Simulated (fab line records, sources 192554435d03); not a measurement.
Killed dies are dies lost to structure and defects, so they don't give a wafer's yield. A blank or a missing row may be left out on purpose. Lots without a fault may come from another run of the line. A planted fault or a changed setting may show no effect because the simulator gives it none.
Chamber matching | flow n5_finfet | N5_BEOL_M9_STRIP_67 on rie_diel-06: 4 sister chambers
The step strips in CF4. 8 wafers are shown with their chamber, then 7 later ones without.

WAFERS WITH THEIR CHAMBER
wafer  | chamber | showerhead_plenum_p_Torr (Torr) | drypump_motor_current_A (A)
L082.1 | 1       | 1.74                            | 6.2
L082.2 | 3       | 1.84                            | 5.6
L085.4 | 1       | 1.74                            | 6.2
L085.5 | 3       | 1.84                            | 5.6
L089.1 | 0       | 1.70                            | 5.6
L089.5 | 2       | 1.88                            | 6.0
L093.1 | 2       | 1.87                            | 6.0
L093.3 | 0       | 1.70                            | 5.7

WAFERS WITHOUT THEIR CHAMBER
wafer  | showerhead_plenum_p_Torr (Torr) | drypump_motor_current_A (A)
L093.4 | 1.74                            | 6.2
L094.1 | 1.83                            | 5.6
L094.5 | 1.83                            | 5.6
L094.6 | 1.70                            | 5.6
L097.2 | 1.87                            | 6.0
L097.3 | 1.74                            | 6.2
L097.6 | 1.87                            | 6.0

WHICH CHAMBER EACH WENT THROUGH
wafer  | from the rows above | in truth
L093.4 | 1                   | 1
L094.1 | 3                   | 3
L094.5 | 3                   | 3
L094.6 | 0                   | 0
L097.2 | 2                   | 2
L097.3 | 1                   | 1
L097.6 | 2                   | 2
Placed correctly: 7 of 7. Can't be placed from these rows: 0. Placed wrongly: 0.
How it was worked out, from the rows above alone: a wafer's distance from a chamber is the root of the sum, over the readings, of the square of ((its reading less the chamber's mean) divided by the reading's scatter). The wafer belongs to the nearest chamber; if the next one is less than 2 further off, it can't be placed. A chamber's mean is the mean of its shown wafers. The scatter: the root of (the sum of the squares of (reading less its chamber's mean) over the shown wafers, divided by (wafers less chambers)).
